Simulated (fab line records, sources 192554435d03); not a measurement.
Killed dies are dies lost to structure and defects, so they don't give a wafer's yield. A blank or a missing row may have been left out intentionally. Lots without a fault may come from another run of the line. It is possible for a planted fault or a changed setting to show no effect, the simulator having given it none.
Comparing a struck lot with a sound one    flow n5 finfet    14 steps out of a route of 1938
Sound: wafers L242.1, L242.3, L242.4. Struck: wafers L251.1, L251.2, L251.5. The cause is named last.
Order at every step that has rows: each side's tool, ch and its chambers, its first start. Under that, the readings that differ: sound wafers    struck wafers    difference of the means    sigmas: that difference in standard deviations of wafers without a fault.
alike: readings whose means differ by less than 2 such deviations, and words and numbers that are the same on both sides. not compared: withheld readings, readings that some wafer has no value for, bounds like >300 that may hide the same value, and numbers for which the record gives no deviation and whose values overlap.
The two part at a step that has a row with sigmas, a row that says differs or no value, or rows on one side only. Numbers that have no deviation but don't overlap get no sigmas and don't part them. A reading that every wafer of one side lacks parts them only if that side has two wafers or more.

N5_BEOL_M10_INSPECT_58: inspects for defects (darkfield).
  sound: defect inspect-02 at day 12 03:35; struck: defect inspect-02 at day 14 16:52
  alike: raw defect count
N5_BEOL_M11_ILD_DEP_00: deposits SiCOH lowk from DEMS/porogen, target thk 308.51 nm, time 58 s.
  sound on pecvd-04 ch 0,1,2, day 12 03:37; struck on pecvd-04 ch 1,2, day 14 16:55
  alike: heater power outer w, heater power w, showerhead plenum p Torr, throttle valve pct
N5_BEOL_M11_CURE_71: cures SiCOH lowk, time 240 s.
  sound on uv cure-02 ch 2, day 12 03:41; struck on uv cure-02 ch 2, day 14 16:59
  alike: lamp power pct, wafer_temp_C_max
N5_BEOL_M11_THK_MEAS_01:
  sound: film metro-01 at day 12 04:41; struck: film metro-02 at day 14 17:30
  alike: M11_ILD_THK
N5_BEOL_M11_PECVD_70: deposits SiO2 from TEOS/O2, target thk 20 nm, time 22.7 s.
  sound on pecvd-01 ch 0,1, day 12 04:43; struck on pecvd-04 ch 0,1, day 14 17:32
  alike: heater power outer w, heater power w, showerhead plenum p Torr, throttle valve pct
N5_BEOL_M11_HM_DEP_02: deposits TiN, target thk 20 nm.
  sound: pvd sputter-02 at day 12 05:59; struck: pvd sputter-01 at day 14 18:46
  alike: chamber pressure pa, substrate temp c, throttle valve pct
then, 6 steps without rows for these wafers: N5_BEOL_M11_COAT_59 (time 60 s, resist thk 100 nm); N5_BEOL_M11_COAT_60 (time 60 s, resist thk 30 nm); N5_BEOL_M11_COAT_05 (resist thk 90 nm); N5_BEOL_M11_EBR_07; N5_BEOL_M11_SOFTBAKE_06 (time 60 s); N5_BEOL_M11_EXPOSE_08 (exposes mask M11).
N5_BEOL_M11_PEB_09: peb time 60 s.
  struck on litho track-03, day 14 19:04; sound on litho track-03 ch 0, day 12 06:17
  no value came back on the struck wafers for chill plate temp C (C), exhaust pa (Pa); on the sound wafers chill plate temp C (C) reads 23.09 23.14 23.11
then, 1 step without rows for these wafers: N5_BEOL_M11_DEVELOP_10 (develop time 30 s).

== WHERE THEY PART ==
Only at N5_BEOL_M11_PEB_09, within this record.

WHY: the cause the simulator had injected
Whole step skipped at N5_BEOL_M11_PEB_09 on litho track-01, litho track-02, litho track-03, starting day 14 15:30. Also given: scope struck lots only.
